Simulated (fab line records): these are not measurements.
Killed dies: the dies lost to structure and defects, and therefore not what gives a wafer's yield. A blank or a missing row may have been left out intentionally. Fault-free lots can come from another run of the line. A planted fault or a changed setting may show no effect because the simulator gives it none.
Which tool is to blame?	flow nand_harc	13 lots, 39 wafers sampled, at 5 steps of a route of 1302

== WHAT EACH GAUGE READ, for each wafer ==
NHARC_THIN_TSV_CD_MEAS_16. Usual: cd_nm at 999.5 nm, with a standard deviation of 2.
lot	measured	on	cd_nm (nm)	flag
L847	day 24 07:40	cd_sem-03	1000.5 1000.1 1000.1	
L850	day 25 02:05	cd_sem-02	999.5 997.7 999.3	
L851	day 25 03:23	cd_sem-03	996.9 1000.5 1000.0	
L854	day 26 08:26	cd_sem-01	998.2 998.1 999.8	
L855	day 27 12:49	cd_sem-02	997.6 998.2 997.3	
L856	day 27 13:50	cd_sem-03	1003.4 1000.0 1000.7	
L862	day 29 10:26	cd_sem-02	998.0 1001.0 998.4	
L864	day 31 10:11	cd_sem-01	999.2 999.7 1001.0	
L865	day 32 03:35	cd_sem-01	999.9 1002.0 999.9	
L867	day 31 12:11	cd_sem-03	1002.6 999.2 1002.2	
L868	day 32 14:03	cd_sem-01	997.6 999.7 997.5	
L869	day 32 19:35	cd_sem-01	997.9 997.4 998.1	
L870	day 32 20:46	cd_sem-02	993.6 995.9 995.5	

NHARC_END_SORT_01. Usual: defect_limited_yield is 91 % with standard deviation 3.4, killed_at_array is 55 with standard deviation 23, killed_at_other is 1.0 with standard deviation 1.2, killed_at_periphery is 3.2 with standard deviation 2.7, killed_dies is 59 with standard deviation 23, killed_open is 3.1 with standard deviation 1.6, and killed_short is 2.2 with standard deviation 1.5.
lot	measured	on	defect_limited_yield (%)	killed_at_array	killed_at_other	killed_at_periphery	killed_dies	killed_open	killed_short	flag
L847	day 24 21:58	prober-01	94 94 93	41 41 41	0 0 0	0 3 4	41 44 45	4 5 4	3 1 3	
L850	day 25 19:35	prober-01	90 89 89	59 72 75	1 0 0	5 3 2	65 75 77	4 4 4	0 1 4	
L851	day 25 18:49	prober-02	96 97 96	25 18 25	2 1 2	1 0 1	28 19 28	2 3 2	0 1 2	
L854	day 27 00:41	prober-01	94 95 95	39 34 30	0 1 0	4 2 5	43 37 35	2 4 3	5 3 2	
L855	day 28 02:21	prober-01	87 82 83	33 24 22	1 0 1	54 96 90	88 120 113	3 2 2	0 0 2	OFF
L856	day 28 09:23	prober-01	84 78 83	16 41 25	2 2 0	87 103 93	105 146 118	0 3 1	0 0 0	OFF
L862	day 29 22:45	prober-01	92 92 94	46 51 38	4 2 4	1 1 1	51 54 43	5 3 2	1 3 1	
L864	day 32 01:05	prober-02	91 92 91	54 45 51	0 0 0	8 10 12	62 55 63	2 2 6	2 1 2	
L865	day 32 17:45	prober-01	87 88 90	84 81 65	0 1 0	3 1 0	87 83 65	3 3 2	2 0 2	
L867	day 32 01:05	prober-01	92 91 92	50 61 50	1 0 0	2 1 4	53 62 54	0 4 3	0 2 4	
L868	day 33 04:57	prober-02	90 93 93	68 48 45	0 0 1	1 0 3	69 48 49	4 4 1	3 1 1	
L869	day 33 14:23	prober-02	94 92 91	41 47 55	1 4 2	1 3 1	43 54 58	2 4 1	2 2 4	
L870	day 33 10:23	prober-01	94 94 93	39 41 46	0 0 0	0 1 4	39 42 50	4 5 5	3 4 2	

== EACH LOT AND THE TOOL THAT RAN IT (in order: tool; ch and the chambers of the sampled wafers; start) ==
lot	NHARC_P_M1_ETCH_15	NHARC_THIN_TSV_ETCH_59	NHARC_THIN_TSV_STRIP_56
L847	rie_diel-03 ch 0,1,2, day 6 14:19	rie_metal-02 ch 0,1, day 24 13:03	plasma_asher-01 ch 0,1, day 24 13:29
L850	rie_diel-03 ch 0,3, day 7 16:21	rie_metal-02 ch 0,1, day 25 07:19	plasma_asher-02 ch 0,1, day 25 07:43
L851	rie_diel-06 ch 1,3, day 7 21:00	rie_metal-01 ch 0,1, day 25 08:31	plasma_asher-02 ch 0,1, day 25 08:54
L854	rie_diel-03 ch 0,1,3, day 9 03:54	rie_metal-01 ch 0,1, day 26 13:41	plasma_asher-02 ch 1, day 26 14:04
L855	rie_diel-06 ch 1,2,3, day 9 11:22	rie_metal-01 ch 0,1, day 27 18:04	plasma_asher-02 ch 0,1, day 27 18:25
L856	rie_diel-06 ch 0,3, day 10 04:08	rie_metal-03 ch 0,1, day 27 19:26	plasma_asher-02 ch 0,1, day 27 19:48
L862	rie_diel-08 ch 0,2,3, day 12 06:49	rie_metal-01 ch 0, day 29 15:58	plasma_asher-01 ch 0,1, day 29 16:20
L864	rie_diel-03 ch 0,1,2, day 13 08:22	rie_metal-01 ch 0,1, day 31 15:29	plasma_asher-02 ch 0,1, day 31 15:53
L865	rie_diel-03 ch 0,2,3, day 13 20:38	rie_metal-02 ch 0,1, day 32 08:50	plasma_asher-02 ch 0,1, day 32 09:16
L867	rie_diel-03 ch 1,2,3, day 14 15:05	rie_metal-02 ch 0,1, day 31 17:26	plasma_asher-01 ch 0, day 31 17:49
L868	rie_diel-03 ch 1,2,3, day 14 22:05	rie_metal-03 ch 0,1, day 32 19:20	plasma_asher-01 ch 0, day 32 19:46
L869	rie_diel-06 ch 2,3, day 15 11:04	rie_metal-01 ch 0,1, day 33 00:54	plasma_asher-01 ch 0,1, day 33 01:16
L870	rie_diel-03 ch 0,2,3, day 15 18:32	rie_metal-03 ch 0,1, day 33 02:04	plasma_asher-02 ch 0,1, day 33 02:26
- NHARC_P_M1_ETCH_15: etches the open film in C4F8/Ar, target depth 182.5 nm, time 91.2 s.
- NHARC_THIN_TSV_ETCH_59: etches the open film in Cl2/BCl3, target depth 880 nm, time 138.1 s.
- NHARC_THIN_TSV_STRIP_56: strips in O2.

== WHAT THE TOOLS THEMSELVES READ (means of the sampled wafers that have a number; where no wafer has one, the mark that the record gives instead) ==
NHARC_P_M1_ETCH_15. Usual: oes_product_au 0.954 a.u., standard deviation 0.021; rf_vpp_V 441.1 V, standard deviation 2.4.
lot	tool	oes_product_au (a.u.)	rf_vpp_V (V)	flag
L847	rie_diel-03	0.971	441.4	
L850	rie_diel-03	0.976	440.6	
L851	rie_diel-06	0.918	444.4	
L854	rie_diel-03	0.961	440.2	
L855	rie_diel-06	0.973	442.7	
L856	rie_diel-06	0.963	443.6	
L862	rie_diel-08	0.951	439.5	
L864	rie_diel-03	0.967	441.6	
L865	rie_diel-03	0.977	441.9	
L867	rie_diel-03	0.966	441.3	
L868	rie_diel-03	0.966	441.3	
L869	rie_diel-06	0.941	439.1	
L870	rie_diel-03	0.964	440.9	

NHARC_THIN_TSV_ETCH_59. Usual: drypump_motor_current_A 5.38 A, standard deviation 0.28; oes_product_au 1.005 a.u., standard deviation 0.013; throttle_valve_pct 22.265 %, standard deviation 0.0092.
lot	tool	drypump_motor_current_A (A)	oes_product_au (a.u.)	throttle_valve_pct (%)	flag
L847	rie_metal-02	5.44	1.014	22.266	
L850	rie_metal-02	5.43	1.018	22.260	
L851	rie_metal-01	5.23	1.008	22.259	
L854	rie_metal-01	5.22	0.997	22.265	
L855	rie_metal-01	5.13	1.001	22.271	
L856	rie_metal-03	5.67	1.010	22.271	
L862	rie_metal-01	5.31	0.997	22.267	
L864	rie_metal-01	5.22	0.998	22.276	
L865	rie_metal-02	5.42	1.018	22.264	
L867	rie_metal-02	5.45	1.015	22.266	
L868	rie_metal-03	5.68	0.993	22.268	
L869	rie_metal-01	5.22	1.009	22.264	
L870	rie_metal-03	5.68	1.002	22.256	

NHARC_THIN_TSV_STRIP_56. Usual: drypump_motor_current_A 5.86 A, standard deviation 0.28; heater_power_w 335 W, standard deviation 24.
lot	tool	drypump_motor_current_A (A)	heater_power_w (W)	flag
L847	plasma_asher-01	5.62	323	
L850	plasma_asher-02	6.15	342	
L851	plasma_asher-02	6.16	346	
L854	plasma_asher-02	5.84	336	
L855	plasma_asher-02	6.00	336	
L856	plasma_asher-02	5.98	336	
L862	plasma_asher-01	5.63	318	
L864	plasma_asher-02	6.17	330	
L865	plasma_asher-02	6.14	330	
L867	plasma_asher-01	5.55	295	
L868	plasma_asher-01	5.56	296	
L869	plasma_asher-01	5.62	320	
L870	plasma_asher-02	5.99	332	

== THE ANSWER, worked out from the rows above alone ==
Rule: lot off if the mean of its wafers having a number is beyond 3 standard deviations from the usual mean. Also off: a lot with no number at a reading for which 4 or more lots have one. All remaining lots with rows at the step are treated as sound. First the gauges in route order, then the tools' own readings, where a lot's mean is used as printed above. At the first step where some lot is off, the reading lying furthest off is the one used; lots without a number count as furthest.
Off: L855, L856, at NHARC_END_SORT_01 (killed_at_periphery).
If a tool, at a process step before that reading, ran all the lots that are off and no sound lot after the first of them, it fits. The gauges at NHARC_END_SORT_01 are tried like those tools. Of those tried, none fits.

== WHAT THE SIMULATOR PUT IN ==
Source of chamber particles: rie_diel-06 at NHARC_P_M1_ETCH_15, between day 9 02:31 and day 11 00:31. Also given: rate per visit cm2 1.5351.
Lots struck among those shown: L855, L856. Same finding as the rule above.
